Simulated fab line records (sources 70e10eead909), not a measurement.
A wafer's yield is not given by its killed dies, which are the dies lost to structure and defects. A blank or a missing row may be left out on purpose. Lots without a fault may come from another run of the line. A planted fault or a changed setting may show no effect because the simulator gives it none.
Matching of chambers / flow nand harc / NHARC_A_CHANNEL_HOLE_D1_ETCH_38 on rie diel-03: 4 sister chambers
The step etches the open film in CF4, target depth 39 nm, time 65 s. 14 wafers are shown with their chamber, then 6 later ones without.

## WAFERS WITH THEIR CHAMBER
wafer=L866.1; chamber=3; drypump motor current A (A)=5.4; rf vpp V (V)=151.5; oes product au (a.u.)=0.997
wafer=L866.4; chamber=1; drypump motor current A (A)=5.9; rf vpp V (V)=149.7; oes product au (a.u.)=1.007
wafer=L866.6; chamber=2; drypump motor current A (A)=6.6; rf vpp V (V)=151.6; oes product au (a.u.)=1.004
wafer=L868.1; chamber=2; drypump motor current A (A)=6.6; rf vpp V (V)=151.4; oes product au (a.u.)=1.002
wafer=L868.2; chamber=3; drypump motor current A (A)=5.5; rf vpp V (V)=150.3; oes product au (a.u.)=1.010
wafer=L868.3; chamber=0; drypump motor current A (A)=5.7; rf vpp V (V)=152.2; oes product au (a.u.)=1.013
wafer=L870.2; chamber=1; drypump motor current A (A)=5.9; rf vpp V (V)=150.1; oes product au (a.u.)=0.997
wafer=L870.5; chamber=3; drypump motor current A (A)=5.4; rf vpp V (V)=152.1; oes product au (a.u.)=1.001
wafer=L870.6; chamber=0; drypump motor current A (A)=5.7; rf vpp V (V)=153.4; oes product au (a.u.)=1.001
wafer=L873.2; chamber=1; drypump motor current A (A)=5.9; rf vpp V (V)=150.5; oes product au (a.u.)=1.008
wafer=L873.3; chamber=2; drypump motor current A (A)=6.6; rf vpp V (V)=152.7; oes product au (a.u.)=1.012
wafer=L873.6; chamber=0; drypump motor current A (A)=5.7; rf vpp V (V)=150.9; oes product au (a.u.)=1.024
wafer=L874.1; chamber=0; drypump motor current A (A)=5.7; rf vpp V (V)=150.8; oes product au (a.u.)=1.018
wafer=L874.2; chamber=3; drypump motor current A (A)=5.4; rf vpp V (V)=152.8; oes product au (a.u.)=1.006

SIGNATURES (averages over the wafers above)
reading=drypump motor current A; chamber 0=5.700; chamber 1=5.900; chamber 2=6.600; chamber 3=5.425; scatter within a chamber=0.0274
reading=rf vpp V; chamber 0=151.825; chamber 1=150.100; chamber 2=151.900; chamber 3=151.675; scatter within a chamber=0.959
reading=oes product au; chamber 0=1.01400; chamber 1=1.00400; chamber 2=1.00600; chamber 3=1.00350; scatter within a chamber=0.00716
Rule: for a wafer and a chamber, the distance is found by dividing, reading by reading, the gap between the wafer's reading and the chamber's mean by the reading's scatter, squaring, summing and taking the root. The wafer belongs to the nearest chamber; if the next one is less than 2 further off, it can't be placed. How the scatter is found: for the shown wafers, subtract from each reading the mean of its chamber, square and add these, divide the total by (wafers less chambers), then take the root.

## WAFERS MISSING THEIR CHAMBER
wafer=L874.6; drypump motor current A (A)=5.9; rf vpp V (V)=150.9; oes product au (a.u.)=0.999
wafer=L887.1; drypump motor current A (A)=5.7; rf vpp V (V)=151.7; oes product au (a.u.)=1.007
wafer=L887.5; drypump motor current A (A)=5.7; rf vpp V (V)=153.2; oes product au (a.u.)=1.021
wafer=L889.1; drypump motor current A (A)=5.4; rf vpp V (V)=151.7; oes product au (a.u.)=0.976
wafer=L889.3; drypump motor current A (A)=5.7; rf vpp V (V)=152.5; oes product au (a.u.)=1.016
wafer=L889.6; drypump motor current A (A)=5.9; rf vpp V (V)=150.3; oes product au (a.u.)=1.002

## WHICH CHAMBER EACH ONE RAN IN
wafer=L874.6; from the rows above=1; in truth=1
wafer=L887.1; from the rows above=0; in truth=0
wafer=L887.5; from the rows above=0; in truth=0
wafer=L889.1; from the rows above=3; in truth=3
wafer=L889.3; from the rows above=0; in truth=0
wafer=L889.6; from the rows above=1; in truth=1
Correct placement for 6 of the 6. Not placeable from these rows: 0. Number placed wrongly: 0.
